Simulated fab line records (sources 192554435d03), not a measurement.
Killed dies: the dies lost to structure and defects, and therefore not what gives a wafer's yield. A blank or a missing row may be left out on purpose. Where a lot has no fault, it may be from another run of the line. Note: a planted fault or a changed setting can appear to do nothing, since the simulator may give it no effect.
A sampling plan put to the test	flow n5_finfet	one fab line, 76 faults that these records tell of, each judged on the records of the lots that it struck; 3 more are left out, because the records don't allow judging them
What counts as the plan is the set of the line's own looks, namely the steps on the route at which a gauge or an inspection reads a wafer and does not change it. Where struck wafers have a number at a look and the file lists that look's usual mean and standard deviation on fault-free wafers, the look can be judged. Caught: at a look after the fault's first step, the mean of the struck wafers lies 4 or more of those standard deviations (sigma) from the usual mean. On the tool: here the same test is run on the tool's own readings at the fault's steps. Caught also covers a different recipe on the struck wafers, or a record left blank for those wafers only.

== THE FAULTS, as the simulator had put them in ==
1. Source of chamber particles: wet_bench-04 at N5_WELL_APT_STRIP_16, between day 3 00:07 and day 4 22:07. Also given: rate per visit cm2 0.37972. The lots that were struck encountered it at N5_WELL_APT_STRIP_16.
2. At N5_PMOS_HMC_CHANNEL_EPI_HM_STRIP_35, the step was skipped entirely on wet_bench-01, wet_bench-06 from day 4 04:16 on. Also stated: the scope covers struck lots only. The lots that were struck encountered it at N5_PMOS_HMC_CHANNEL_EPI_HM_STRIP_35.
3. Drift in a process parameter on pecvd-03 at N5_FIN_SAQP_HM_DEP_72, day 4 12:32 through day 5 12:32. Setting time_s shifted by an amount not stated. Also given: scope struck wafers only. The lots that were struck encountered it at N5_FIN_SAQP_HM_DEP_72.
4. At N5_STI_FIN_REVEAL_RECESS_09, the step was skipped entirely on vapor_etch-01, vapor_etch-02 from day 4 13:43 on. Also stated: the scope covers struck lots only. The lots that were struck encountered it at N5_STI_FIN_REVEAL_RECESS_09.
5. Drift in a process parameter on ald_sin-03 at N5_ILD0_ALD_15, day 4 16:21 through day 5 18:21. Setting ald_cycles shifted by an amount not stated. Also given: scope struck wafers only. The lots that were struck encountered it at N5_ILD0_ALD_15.
6. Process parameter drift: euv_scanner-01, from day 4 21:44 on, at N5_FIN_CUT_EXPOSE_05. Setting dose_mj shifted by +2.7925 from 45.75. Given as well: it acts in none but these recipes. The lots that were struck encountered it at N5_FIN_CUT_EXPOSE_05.
7. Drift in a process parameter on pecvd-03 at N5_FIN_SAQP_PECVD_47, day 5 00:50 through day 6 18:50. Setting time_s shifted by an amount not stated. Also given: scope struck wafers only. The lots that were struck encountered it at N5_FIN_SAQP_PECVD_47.
8. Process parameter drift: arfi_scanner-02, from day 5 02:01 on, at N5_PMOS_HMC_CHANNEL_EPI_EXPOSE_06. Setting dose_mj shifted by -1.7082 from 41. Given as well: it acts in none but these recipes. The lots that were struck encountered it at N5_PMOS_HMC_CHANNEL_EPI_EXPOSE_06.
9. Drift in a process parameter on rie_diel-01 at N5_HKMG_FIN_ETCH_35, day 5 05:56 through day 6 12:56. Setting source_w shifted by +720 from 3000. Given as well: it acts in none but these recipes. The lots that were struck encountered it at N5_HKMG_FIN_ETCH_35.
10. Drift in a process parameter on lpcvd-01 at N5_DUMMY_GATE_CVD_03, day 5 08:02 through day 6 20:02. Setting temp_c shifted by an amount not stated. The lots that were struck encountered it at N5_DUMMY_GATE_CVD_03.
11. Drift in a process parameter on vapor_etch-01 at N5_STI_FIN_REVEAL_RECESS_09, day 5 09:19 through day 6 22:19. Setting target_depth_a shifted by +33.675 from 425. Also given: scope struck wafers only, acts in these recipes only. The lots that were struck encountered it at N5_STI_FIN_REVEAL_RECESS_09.
12. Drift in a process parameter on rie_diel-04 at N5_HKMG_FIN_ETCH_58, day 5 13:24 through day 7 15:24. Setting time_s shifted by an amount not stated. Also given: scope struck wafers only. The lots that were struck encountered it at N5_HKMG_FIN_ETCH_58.
13. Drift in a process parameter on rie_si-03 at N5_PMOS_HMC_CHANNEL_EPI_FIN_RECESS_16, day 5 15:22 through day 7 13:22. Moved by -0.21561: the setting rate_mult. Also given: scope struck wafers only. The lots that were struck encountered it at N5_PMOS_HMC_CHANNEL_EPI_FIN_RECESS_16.
14. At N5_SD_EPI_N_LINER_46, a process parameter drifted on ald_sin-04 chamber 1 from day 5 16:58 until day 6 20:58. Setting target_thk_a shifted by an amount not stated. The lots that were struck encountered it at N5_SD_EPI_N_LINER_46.
15. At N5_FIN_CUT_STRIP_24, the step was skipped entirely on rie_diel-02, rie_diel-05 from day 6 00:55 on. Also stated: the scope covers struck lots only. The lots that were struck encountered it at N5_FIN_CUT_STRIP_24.
16. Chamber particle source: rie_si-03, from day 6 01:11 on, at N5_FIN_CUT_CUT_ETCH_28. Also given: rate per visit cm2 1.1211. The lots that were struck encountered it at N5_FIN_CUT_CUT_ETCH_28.
17. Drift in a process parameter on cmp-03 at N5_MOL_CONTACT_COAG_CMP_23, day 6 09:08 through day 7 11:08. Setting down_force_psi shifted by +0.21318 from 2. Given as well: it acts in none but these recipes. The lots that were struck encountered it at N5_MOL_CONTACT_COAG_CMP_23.
18. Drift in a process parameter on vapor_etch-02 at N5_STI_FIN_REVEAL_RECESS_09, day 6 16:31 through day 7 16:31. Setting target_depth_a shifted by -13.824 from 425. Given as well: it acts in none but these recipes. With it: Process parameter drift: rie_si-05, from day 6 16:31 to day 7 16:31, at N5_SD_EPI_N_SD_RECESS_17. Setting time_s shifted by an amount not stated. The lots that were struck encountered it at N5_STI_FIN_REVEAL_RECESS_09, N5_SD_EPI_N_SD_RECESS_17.
19. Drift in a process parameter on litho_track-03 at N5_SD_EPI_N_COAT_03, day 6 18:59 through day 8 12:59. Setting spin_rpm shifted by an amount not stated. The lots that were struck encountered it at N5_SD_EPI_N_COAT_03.
20. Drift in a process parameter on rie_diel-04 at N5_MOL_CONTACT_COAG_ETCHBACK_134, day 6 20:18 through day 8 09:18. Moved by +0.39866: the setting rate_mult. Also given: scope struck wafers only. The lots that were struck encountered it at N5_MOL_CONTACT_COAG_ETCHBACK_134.
21. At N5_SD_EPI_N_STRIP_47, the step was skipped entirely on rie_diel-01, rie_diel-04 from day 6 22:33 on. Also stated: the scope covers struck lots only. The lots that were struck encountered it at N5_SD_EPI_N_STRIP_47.
22. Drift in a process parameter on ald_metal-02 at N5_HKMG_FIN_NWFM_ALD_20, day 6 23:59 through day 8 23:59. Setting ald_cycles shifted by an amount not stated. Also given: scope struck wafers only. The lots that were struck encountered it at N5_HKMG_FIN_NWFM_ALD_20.
23. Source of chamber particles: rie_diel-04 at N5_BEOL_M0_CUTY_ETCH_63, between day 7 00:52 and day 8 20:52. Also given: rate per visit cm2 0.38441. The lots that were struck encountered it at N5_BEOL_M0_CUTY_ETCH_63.
24. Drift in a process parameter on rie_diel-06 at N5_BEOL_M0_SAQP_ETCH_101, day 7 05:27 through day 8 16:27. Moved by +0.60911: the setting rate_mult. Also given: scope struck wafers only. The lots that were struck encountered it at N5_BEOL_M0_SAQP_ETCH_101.
25. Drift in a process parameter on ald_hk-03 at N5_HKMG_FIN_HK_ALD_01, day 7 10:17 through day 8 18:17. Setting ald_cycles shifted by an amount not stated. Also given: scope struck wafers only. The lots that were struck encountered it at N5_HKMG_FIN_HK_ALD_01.
26. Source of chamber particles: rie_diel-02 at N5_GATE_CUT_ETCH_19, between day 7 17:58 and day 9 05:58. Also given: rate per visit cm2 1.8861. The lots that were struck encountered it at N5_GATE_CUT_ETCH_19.
27. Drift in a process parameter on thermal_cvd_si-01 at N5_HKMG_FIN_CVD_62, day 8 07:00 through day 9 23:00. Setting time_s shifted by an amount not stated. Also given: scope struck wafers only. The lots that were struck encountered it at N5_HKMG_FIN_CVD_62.
28. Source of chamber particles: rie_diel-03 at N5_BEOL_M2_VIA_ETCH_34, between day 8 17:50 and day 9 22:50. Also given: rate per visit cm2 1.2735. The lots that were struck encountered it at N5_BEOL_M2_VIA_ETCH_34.
29. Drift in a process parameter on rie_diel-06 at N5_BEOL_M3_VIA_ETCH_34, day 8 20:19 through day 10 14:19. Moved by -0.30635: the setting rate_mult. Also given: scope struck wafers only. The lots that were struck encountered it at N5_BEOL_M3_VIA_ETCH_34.
30. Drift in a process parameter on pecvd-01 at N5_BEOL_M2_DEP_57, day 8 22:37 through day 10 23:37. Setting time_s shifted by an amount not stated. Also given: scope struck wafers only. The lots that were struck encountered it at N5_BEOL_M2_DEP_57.
31. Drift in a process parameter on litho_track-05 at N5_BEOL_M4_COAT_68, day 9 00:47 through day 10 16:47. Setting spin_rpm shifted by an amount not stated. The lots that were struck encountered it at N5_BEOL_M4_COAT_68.
32. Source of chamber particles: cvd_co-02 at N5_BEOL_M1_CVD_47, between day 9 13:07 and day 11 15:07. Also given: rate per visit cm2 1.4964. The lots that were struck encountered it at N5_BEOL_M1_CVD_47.
33. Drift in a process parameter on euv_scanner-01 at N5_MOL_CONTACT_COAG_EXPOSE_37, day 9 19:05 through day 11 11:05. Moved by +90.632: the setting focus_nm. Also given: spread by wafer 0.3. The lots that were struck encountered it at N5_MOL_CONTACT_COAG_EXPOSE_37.
34. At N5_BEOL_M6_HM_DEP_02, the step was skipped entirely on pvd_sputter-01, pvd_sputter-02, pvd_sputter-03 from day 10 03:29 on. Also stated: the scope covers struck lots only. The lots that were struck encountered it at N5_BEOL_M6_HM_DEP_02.
35. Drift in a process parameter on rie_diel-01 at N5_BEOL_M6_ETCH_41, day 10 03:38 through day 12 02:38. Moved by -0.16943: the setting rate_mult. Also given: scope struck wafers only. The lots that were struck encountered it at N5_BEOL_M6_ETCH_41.
36. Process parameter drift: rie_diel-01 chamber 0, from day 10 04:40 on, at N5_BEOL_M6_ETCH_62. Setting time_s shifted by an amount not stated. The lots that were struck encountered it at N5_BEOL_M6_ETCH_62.
37. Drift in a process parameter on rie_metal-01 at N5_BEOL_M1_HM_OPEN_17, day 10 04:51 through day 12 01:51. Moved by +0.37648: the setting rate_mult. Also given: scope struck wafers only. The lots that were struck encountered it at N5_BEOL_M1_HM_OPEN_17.
38. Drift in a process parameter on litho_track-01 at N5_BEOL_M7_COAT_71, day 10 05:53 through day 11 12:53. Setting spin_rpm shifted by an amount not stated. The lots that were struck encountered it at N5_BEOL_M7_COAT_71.
39. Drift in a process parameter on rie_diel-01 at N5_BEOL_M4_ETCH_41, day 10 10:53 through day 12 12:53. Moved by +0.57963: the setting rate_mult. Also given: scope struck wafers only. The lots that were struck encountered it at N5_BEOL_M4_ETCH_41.
40. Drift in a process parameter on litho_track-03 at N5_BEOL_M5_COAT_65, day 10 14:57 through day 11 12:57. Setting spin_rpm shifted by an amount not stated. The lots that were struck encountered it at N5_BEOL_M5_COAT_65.
41. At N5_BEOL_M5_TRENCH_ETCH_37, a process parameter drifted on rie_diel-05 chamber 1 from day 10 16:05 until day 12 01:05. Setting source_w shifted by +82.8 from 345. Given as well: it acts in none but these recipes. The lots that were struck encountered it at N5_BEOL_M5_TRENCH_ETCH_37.
42. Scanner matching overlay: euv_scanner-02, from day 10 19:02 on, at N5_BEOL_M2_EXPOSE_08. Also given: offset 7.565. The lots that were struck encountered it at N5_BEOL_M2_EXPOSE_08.
43. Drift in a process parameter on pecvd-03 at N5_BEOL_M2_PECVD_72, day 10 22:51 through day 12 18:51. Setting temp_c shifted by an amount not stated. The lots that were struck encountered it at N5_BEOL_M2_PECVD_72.
44. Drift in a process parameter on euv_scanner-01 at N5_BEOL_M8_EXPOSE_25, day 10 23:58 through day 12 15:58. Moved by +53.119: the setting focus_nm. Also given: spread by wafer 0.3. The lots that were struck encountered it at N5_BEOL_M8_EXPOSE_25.
45. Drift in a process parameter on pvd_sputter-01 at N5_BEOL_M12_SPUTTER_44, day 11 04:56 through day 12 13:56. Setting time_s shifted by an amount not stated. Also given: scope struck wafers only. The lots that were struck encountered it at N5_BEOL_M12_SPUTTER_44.
46. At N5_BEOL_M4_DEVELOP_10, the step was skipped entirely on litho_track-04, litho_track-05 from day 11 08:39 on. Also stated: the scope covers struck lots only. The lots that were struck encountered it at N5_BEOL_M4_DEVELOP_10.
47. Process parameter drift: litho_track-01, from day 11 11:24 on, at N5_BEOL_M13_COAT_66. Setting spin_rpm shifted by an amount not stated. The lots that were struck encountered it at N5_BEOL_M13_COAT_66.
48. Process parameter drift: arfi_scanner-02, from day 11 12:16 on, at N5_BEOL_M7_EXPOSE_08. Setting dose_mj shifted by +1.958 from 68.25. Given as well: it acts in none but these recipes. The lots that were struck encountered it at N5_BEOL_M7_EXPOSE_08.
49. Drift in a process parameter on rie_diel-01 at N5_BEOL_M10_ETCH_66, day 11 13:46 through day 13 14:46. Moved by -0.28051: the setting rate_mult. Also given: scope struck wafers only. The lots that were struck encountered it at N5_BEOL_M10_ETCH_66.
50. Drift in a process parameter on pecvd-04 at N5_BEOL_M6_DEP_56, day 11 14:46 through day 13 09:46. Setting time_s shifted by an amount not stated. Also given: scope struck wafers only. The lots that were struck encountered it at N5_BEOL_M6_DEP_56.
51. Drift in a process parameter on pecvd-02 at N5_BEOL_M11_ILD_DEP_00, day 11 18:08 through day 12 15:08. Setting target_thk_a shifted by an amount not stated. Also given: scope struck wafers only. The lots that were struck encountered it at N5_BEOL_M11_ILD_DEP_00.
52. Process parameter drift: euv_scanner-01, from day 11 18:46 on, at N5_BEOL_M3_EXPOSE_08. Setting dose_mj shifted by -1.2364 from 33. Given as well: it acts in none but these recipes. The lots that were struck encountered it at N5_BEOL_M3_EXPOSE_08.
53. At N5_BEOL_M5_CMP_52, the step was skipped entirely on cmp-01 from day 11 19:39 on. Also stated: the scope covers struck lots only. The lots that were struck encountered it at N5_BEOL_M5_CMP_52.
54. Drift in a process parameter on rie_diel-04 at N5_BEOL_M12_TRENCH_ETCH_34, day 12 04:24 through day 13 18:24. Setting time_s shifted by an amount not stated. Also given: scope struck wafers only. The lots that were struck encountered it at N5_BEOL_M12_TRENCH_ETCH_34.
55. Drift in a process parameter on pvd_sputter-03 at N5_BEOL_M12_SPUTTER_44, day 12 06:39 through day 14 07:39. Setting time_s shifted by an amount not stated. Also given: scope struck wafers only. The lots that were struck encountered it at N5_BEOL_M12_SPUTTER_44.
56. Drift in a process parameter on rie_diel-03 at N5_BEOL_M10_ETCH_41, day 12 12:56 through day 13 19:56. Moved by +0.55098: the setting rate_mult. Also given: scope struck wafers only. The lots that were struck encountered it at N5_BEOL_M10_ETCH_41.
57. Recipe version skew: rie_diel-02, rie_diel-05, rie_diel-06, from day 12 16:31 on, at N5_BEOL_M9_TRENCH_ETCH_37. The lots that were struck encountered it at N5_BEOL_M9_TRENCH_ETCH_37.
58. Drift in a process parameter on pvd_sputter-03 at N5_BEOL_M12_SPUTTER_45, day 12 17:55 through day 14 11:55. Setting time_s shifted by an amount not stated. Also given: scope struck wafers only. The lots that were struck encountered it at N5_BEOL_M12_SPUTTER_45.
59. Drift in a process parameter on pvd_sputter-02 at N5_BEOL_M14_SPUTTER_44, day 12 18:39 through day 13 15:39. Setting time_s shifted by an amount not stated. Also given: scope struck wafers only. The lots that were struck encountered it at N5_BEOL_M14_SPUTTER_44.
60. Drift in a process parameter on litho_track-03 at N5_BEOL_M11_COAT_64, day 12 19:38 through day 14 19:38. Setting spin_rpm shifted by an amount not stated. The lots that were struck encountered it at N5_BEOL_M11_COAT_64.
61. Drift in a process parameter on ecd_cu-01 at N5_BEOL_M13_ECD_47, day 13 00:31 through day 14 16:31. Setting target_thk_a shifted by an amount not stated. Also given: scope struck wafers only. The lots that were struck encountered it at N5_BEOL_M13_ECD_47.
62. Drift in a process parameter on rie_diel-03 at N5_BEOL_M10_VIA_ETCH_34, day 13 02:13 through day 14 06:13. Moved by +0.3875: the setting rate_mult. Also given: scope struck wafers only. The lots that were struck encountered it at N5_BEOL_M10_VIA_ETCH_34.
63. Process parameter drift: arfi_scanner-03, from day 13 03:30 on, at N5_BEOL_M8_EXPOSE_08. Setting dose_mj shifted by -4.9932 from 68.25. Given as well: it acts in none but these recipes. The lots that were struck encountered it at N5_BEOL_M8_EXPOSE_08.
64. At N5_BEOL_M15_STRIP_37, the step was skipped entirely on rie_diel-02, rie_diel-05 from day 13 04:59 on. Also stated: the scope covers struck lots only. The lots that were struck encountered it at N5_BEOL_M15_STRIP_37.
65. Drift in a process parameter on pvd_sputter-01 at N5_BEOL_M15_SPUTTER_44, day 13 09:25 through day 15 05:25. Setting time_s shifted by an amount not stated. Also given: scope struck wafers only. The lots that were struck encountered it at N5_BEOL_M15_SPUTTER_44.
66. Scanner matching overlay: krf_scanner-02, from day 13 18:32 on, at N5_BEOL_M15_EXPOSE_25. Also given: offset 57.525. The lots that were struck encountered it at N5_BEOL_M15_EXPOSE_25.
67. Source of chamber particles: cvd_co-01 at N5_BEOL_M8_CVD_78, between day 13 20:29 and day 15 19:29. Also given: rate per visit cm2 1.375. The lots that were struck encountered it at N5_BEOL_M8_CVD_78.
68. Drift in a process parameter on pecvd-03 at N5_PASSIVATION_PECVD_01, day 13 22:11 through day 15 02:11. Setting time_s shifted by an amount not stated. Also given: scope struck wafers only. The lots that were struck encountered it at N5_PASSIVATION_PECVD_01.
69. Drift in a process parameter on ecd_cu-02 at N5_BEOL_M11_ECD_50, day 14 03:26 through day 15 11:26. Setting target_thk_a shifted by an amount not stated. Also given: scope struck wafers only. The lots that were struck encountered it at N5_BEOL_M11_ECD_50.
70. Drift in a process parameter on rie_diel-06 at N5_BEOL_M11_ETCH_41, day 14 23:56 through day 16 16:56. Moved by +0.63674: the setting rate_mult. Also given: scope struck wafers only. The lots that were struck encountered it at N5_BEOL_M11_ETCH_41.
71. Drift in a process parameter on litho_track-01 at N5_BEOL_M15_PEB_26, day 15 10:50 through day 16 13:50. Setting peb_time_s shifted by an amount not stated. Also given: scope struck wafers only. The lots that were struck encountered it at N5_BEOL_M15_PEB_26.
72. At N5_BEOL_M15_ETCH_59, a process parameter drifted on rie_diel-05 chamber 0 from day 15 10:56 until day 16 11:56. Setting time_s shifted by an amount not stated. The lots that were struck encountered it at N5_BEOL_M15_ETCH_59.
73. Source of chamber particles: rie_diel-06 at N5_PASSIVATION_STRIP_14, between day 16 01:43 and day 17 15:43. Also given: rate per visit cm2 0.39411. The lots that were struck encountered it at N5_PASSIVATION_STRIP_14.
74. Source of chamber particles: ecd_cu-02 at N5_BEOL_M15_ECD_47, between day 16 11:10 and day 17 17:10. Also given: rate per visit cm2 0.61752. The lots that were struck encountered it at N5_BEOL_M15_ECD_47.
75. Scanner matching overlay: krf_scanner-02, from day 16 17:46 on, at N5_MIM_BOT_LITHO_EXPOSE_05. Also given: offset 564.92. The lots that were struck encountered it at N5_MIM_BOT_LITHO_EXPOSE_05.
76. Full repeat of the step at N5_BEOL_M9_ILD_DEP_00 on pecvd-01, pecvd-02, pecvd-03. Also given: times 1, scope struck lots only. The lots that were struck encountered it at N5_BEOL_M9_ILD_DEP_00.

== WHAT THE PLAN SAW ==
fault	on the tool itself	first look that catches it	reading, sigma	median hours from its first step to that look	hours from the fault's start to the first struck lot there	judged looks passed uncaught
1	no reading that can be judged	N5_WELL_APT_INSPECT_27	raw_defect_count +99 or beyond	0.7	4	0
2	the tool's record is blank for the struck wafers	no look after it can be judged	-	-	-	0
3	under 2 sigma	none of the 4 looks that can be judged after it	-	-	-	4
4	the tool's record is blank for the struck wafers	N5_STI_FIN_REVEAL_FIN_H_MEAS_10	trench_depth_nm -53	2.7	6	1
5	under 2 sigma	not the one look that can be judged after it	-	-	-	1
6	exposure_dose_mJ_cm2 +58 sigma	N5_FIN_CUT_CD_MEAS_08	cd_nm +4.5	0.1	25	0
7	run_length_s +7.7 sigma	not the one look that can be judged after it	-	-	-	1
8	exposure_dose_mJ_cm2 -41 sigma	not the one look that can be judged after it	-	-	-	1
9	rf_fwd_power_W +71 sigma	not the one look that can be judged after it	-	-	-	1
10	susceptor_temp_C +99 or beyond sigma	none of the 2 looks that can be judged after it	-	-	-	2
11	under 2 sigma	none of the 4 looks that can be judged after it	strongest: trench_depth_nm at N5_STI_FIN_REVEAL_FIN_H_MEAS_10, +3.8	-	-	4
12	run_length_s -99 or beyond sigma	N5_BEOL_M4_RC_MEAS_101	IOFF_N_LONG +99 or beyond	89.6	100	0
13	oes_product_au -5.5 sigma	N5_PMOS_HMC_CHANNEL_EPI_THK_MEAS_22	HMC_CMP_THK -9.5	1.8	4	0
14	under 2 sigma	not the one look that can be judged after it	strongest: REXT_P at N5_BEOL_M4_RC_MEAS_101, +3.5	-	-	1
15	no reading that can be judged	not the one look that can be judged after it	-	-	-	1
16	under 2 sigma	N5_FIN_CUT_INSPECT_17	raw_defect_count +11	0.2	2	0
17	head_pressure_psi +50 sigma	not the one look that can be judged after it	-	-	-	1
18	under 2 sigma	not the one look that can be judged after it	strongest: SS_N at N5_BEOL_M4_RC_MEAS_101, +3.0	-	-	1
19	spin_speed_rpm -54 sigma	none of the 4 looks that can be judged after it	-	-	-	4
20	only faintly: oes_product_au +2.2 sigma	not the one look that can be judged after it	-	-	-	1
21	no reading that can be judged	N5_SD_EPI_N_INSPECT_26	raw_defect_count +99 or beyond	3.8	6	0
22	under 2 sigma	N5_BEOL_M4_RC_MEAS_101	IOFF_N_LONG +28	85.4	91	0
23	under 2 sigma	no look after it can be judged	-	-	-	0
24	only faintly: oes_product_au +3.4 sigma	not the one look that can be judged after it	-	-	-	1
25	under 2 sigma	N5_HKMG_FIN_THK_MEAS_70	HK_THK -4.2	3.9	12	0
26	under 2 sigma	no look after it can be judged	-	-	-	0
27	under 2 sigma	N5_BEOL_M4_RC_MEAS_101	VT_N_LONG +68	88.0	92	0
28	under 2 sigma	no look after it can be judged	-	-	-	0
29	only faintly: oes_product_au -2.6 sigma	not the one look that can be judged after it	-	-	-	1
30	under 2 sigma	none of the 2 looks that can be judged after it	-	-	-	2
31	spin_speed_rpm -99 or beyond sigma	not the one look that can be judged after it	-	-	-	1
32	no reading that can be judged	no look after it can be judged	-	-	-	0
33	exposure_dose_mJ_cm2 +85 sigma	N5_MOL_CONTACT_COAG_CD_MEAS_40	cd_nm -35	0.1	22	0
34	the tool's record is blank for the struck wafers	no look after it can be judged	-	-	-	0
35	under 2 sigma	no look after it can be judged	-	-	-	0
36	under 2 sigma	no look after it can be judged	-	-	-	0
37	under 2 sigma	not the one look that can be judged after it	-	-	-	1
38	spin_speed_rpm +59 sigma	no look after it can be judged	-	-	-	0
39	only faintly: oes_product_au +3.1 sigma	not the one look that can be judged after it	-	-	-	1
40	spin_speed_rpm -84 sigma	no look after it can be judged	-	-	-	0
41	rf_fwd_power_W +47 sigma	none of the 3 looks that can be judged after it	strongest: trench_depth_nm at N5_BEOL_M5_OCD_MEAS_38, +2.8	-	-	3
42	no reading that can be judged	N5_BEOL_M2_OVL_MEAS_12	M2_OVL +9.8	0.2	3	0
43	susceptor_temp_C +99 or beyond sigma	not the one look that can be judged after it	-	-	-	1
44	no reading that can be judged	N5_BEOL_M8_CD_MEAS_28	cd_nm -7.9	0.1	6	0
45	under 2 sigma	no look after it can be judged	-	-	-	0
46	no reading that can be judged	no look after it can be judged	-	-	-	0
47	spin_speed_rpm +99 or beyond sigma	no look after it can be judged	-	-	-	0
48	exposure_dose_mJ_cm2 +22 sigma	no look after it can be judged	-	-	-	0
49	under 2 sigma	no look after it can be judged	-	-	-	0
50	under 2 sigma	not the one look that can be judged after it	-	-	-	1
51	under 2 sigma	N5_BEOL_M11_THK_MEAS_01	M11_ILD_THK -13	0.6	4	0
52	exposure_dose_mJ_cm2 -30 sigma	none of the 3 looks that can be judged after it	strongest: cd_nm at N5_BEOL_M3_CD_MEAS_11, -2.4	-	-	3
53	the tool's record is blank for the struck wafers	N5_BEOL_M5_THK_MEAS_53	M5_THK +99 or beyond	0.3	4	0
54	under 2 sigma	N5_BEOL_M12_OCD_MEAS_35	trench_depth_nm -11	0.1	4	0
55	under 2 sigma	no look after it can be judged	-	-	-	0
56	only faintly: oes_product_au +3.9 sigma	no look after it can be judged	-	-	-	0
57	run_length_s -20 sigma	N5_BEOL_M9_OCD_MEAS_38	trench_depth_nm -13	0.2	7	0
58	under 2 sigma	not the one look that can be judged after it	-	-	-	1
59	under 2 sigma	not the one look that can be judged after it	-	-	-	1
60	spin_speed_rpm -34 sigma	no look after it can be judged	-	-	-	0
61	no reading that can be judged	no look after it can be judged	-	-	-	0
62	only faintly: oes_product_au +2.1 sigma	no look after it can be judged	-	-	-	0
63	exposure_dose_mJ_cm2 -55 sigma	N5_BEOL_M8_CD_MEAS_11	cd_nm -4.5	0.1	9	0
64	the tool's record is blank for the struck wafers	no look after it can be judged	-	-	-	0
65	under 2 sigma	no look after it can be judged	-	-	-	0
66	under 2 sigma	N5_BEOL_M15_OVL_MEAS_29	M15_OVL +9.9	0.2	3	0
67	under 2 sigma	no look after it can be judged	-	-	-	0
68	under 2 sigma	no look after it can be judged	-	-	-	0
69	no reading that can be judged	N5_BEOL_M11_THK_MEAS_53	M11_THK -12	1.3	2	0
70	oes_product_au +6.3 sigma	no look after it can be judged	-	-	-	0
71	heater_power_total_W +14 sigma	none of the 3 looks that can be judged after it	strongest: cd_nm at N5_BEOL_M15_CD_MEAS_28, -2.3	-	-	3
72	run_length_s -12 sigma	no look after it can be judged	-	-	-	0
73	under 2 sigma	no look after it can be judged	-	-	-	0
74	no reading that can be judged	no look after it can be judged	-	-	-	0
75	under 2 sigma	N5_MIM_BOT_LITHO_OVL_MEAS_11	MIM_BOT_OVL +99 or beyond	0.2	6	0
76	under 2 sigma	N5_BEOL_M9_THK_MEAS_01	M9_ILD_THK +70	1.3	-	0
A dash: the fault isn't caught, or these records don't give the number.

Caught at a look: 22 of 76. Caught on the tool: 29 of 76. By one or the other: 43 of 76.
On the tool alone, faults 2, 7, 8, 9, 10, 17, 19, 31, 34, 38, 40, 41, 43, 47, 48, 52, 60, 64, 70, 71, 72 were caught.
Caught at a look alone: faults 1, 16, 21, 22, 25, 27, 42, 44, 51, 54, 66, 69, 75, 76.
Caught by neither: faults 3, 5, 11, 14, 15, 18, 20, 23, 24, 26, 28, 29, 30, 32, 35, 36, 37, 39, 45, 46, 49, 50, 55, 56, 58, 59, 61, 62, 65, 67, 68, 73, 74.

== THINNER SAMPLING ==
If the look that catches a fault measured only every second or every third lot, by lot number, the first struck lot would be measured this late in the worst case:
fault	struck lots at that look, in order of time	every lot	every second lot	every third lot
1	L202, L209	4 h	45 h	may miss all 2
4	L860, L861	6 h	11 h	may miss all 2
6	L150, L151	25 h	29 h	may miss all 2
12	L474, L480	100 h	may miss all 2	may miss all 2
13	L423	4 h	may miss it	may miss it
16	L797, L798	2 h	10 h	may miss all 2
21	L920, L921	6 h	12 h	may miss all 2
22	L721, L723	91 h	may miss all 2	may miss all 2
25	L887, L888	12 h	16 h	may miss all 2
27	L304, L306	92 h	may miss all 2	may miss all 2
33	L683	22 h	may miss it	may miss it
42	L492, L493	3 h	7 h	may miss all 2
44	L645	6 h	may miss it	may miss it
51	L517, L518	4 h	7 h	may miss all 2
53	L116, L117	4 h	5 h	may miss all 2
54	L490, L493, L494	4 h	23 h	may miss all 3
57	L752, L754, L753	7 h	16 h	16 h
63	L155, L159	9 h	may miss all 2	may miss all 2
66	L138, L139	3 h	4 h	may miss all 2
69	L194, L196	2 h	may miss all 2	may miss all 2
75	L439, L441	6 h	may miss all 2	may miss all 2
Hours count from the start of the fault until the first struck lot that is measured. The limit of 4 sigma was tested on all struck wafers together, so one lot alone may lie under it. Other struck lots may not be in these records.

== THE LONGEST TIMED WAY FROM STEP TO LOOK ==
Fault 12: a median of 89.6 hours passes between N5_HKMG_FIN_ETCH_58 and N5_BEOL_M4_RC_MEAS_101. No look between them can be judged.
